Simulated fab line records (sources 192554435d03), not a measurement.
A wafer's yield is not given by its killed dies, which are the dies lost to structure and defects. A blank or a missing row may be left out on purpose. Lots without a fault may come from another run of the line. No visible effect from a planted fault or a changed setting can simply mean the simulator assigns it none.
2 desks, one fault    flow n5-finfet    every desk sees just its own numbers, and what lay behind them comes last

## FROM THE METROLOGY DESK
What the gauges read for every lot (on any tool): the sampled wafers with a number, averaged. If a lot's mean is further than 4 standard deviations from the usual mean, the lot is out of limits and carries the mark OUT (the distance appears in the brackets).
Columns: A = M10_THK at N5_BEOL_M10_THK_MEAS_53, usual 143 nm; B = M10_RS at N5_BEOL_M10_RS_MEAS_57, usual 0.151 ohm/sq
lot   first seen here  A    B
L998  day 10 07:35     144  0.150
L102  day 11 11:00     146  0.149
L103  day 12 05:13     143  0.150
L104  day 12 12:35     142  0.152
L115  day 15 05:40     148  0.144
L119  day 16 05:48     142  0.153
This desk found nothing out of limits on any of the 6 lots.

## AT THE TOOL OWNER'S DESK: pecvd-04
The tool's own readings at N5_BEOL_M10_DEP_56 (deposits SiCN from 3MS/NH3, target thk 15 nm, time 26.5 s): means of the sampled wafers that have a number, for each lot that ran on this tool. If a lot's mean is further than 4 standard deviations from the usual mean, the lot is out of limits and carries the mark OUT (the distance appears in the brackets).
Columns: A = showerhead-plenum-p-Torr at N5_BEOL_M10_DEP_56, usual 3.672 Torr; B = throttle-valve-pct at N5_BEOL_M10_DEP_56, usual 9.0 %
lot   first seen here  A      B
L998  day 10 07:38     3.677  8.9
L102  day 11 11:04     3.670  9.0
L103  day 12 05:19     3.667  8.9
L104  day 12 12:38     3.668  8.6
This desk found nothing out of limits on any of the 4 lots.

## PUT TOGETHER
Nothing out of limits was seen by the metrology desk.
The tool owner's desk saw nothing out of limits.

## WHAT THE SIMULATOR HAD PUT IN
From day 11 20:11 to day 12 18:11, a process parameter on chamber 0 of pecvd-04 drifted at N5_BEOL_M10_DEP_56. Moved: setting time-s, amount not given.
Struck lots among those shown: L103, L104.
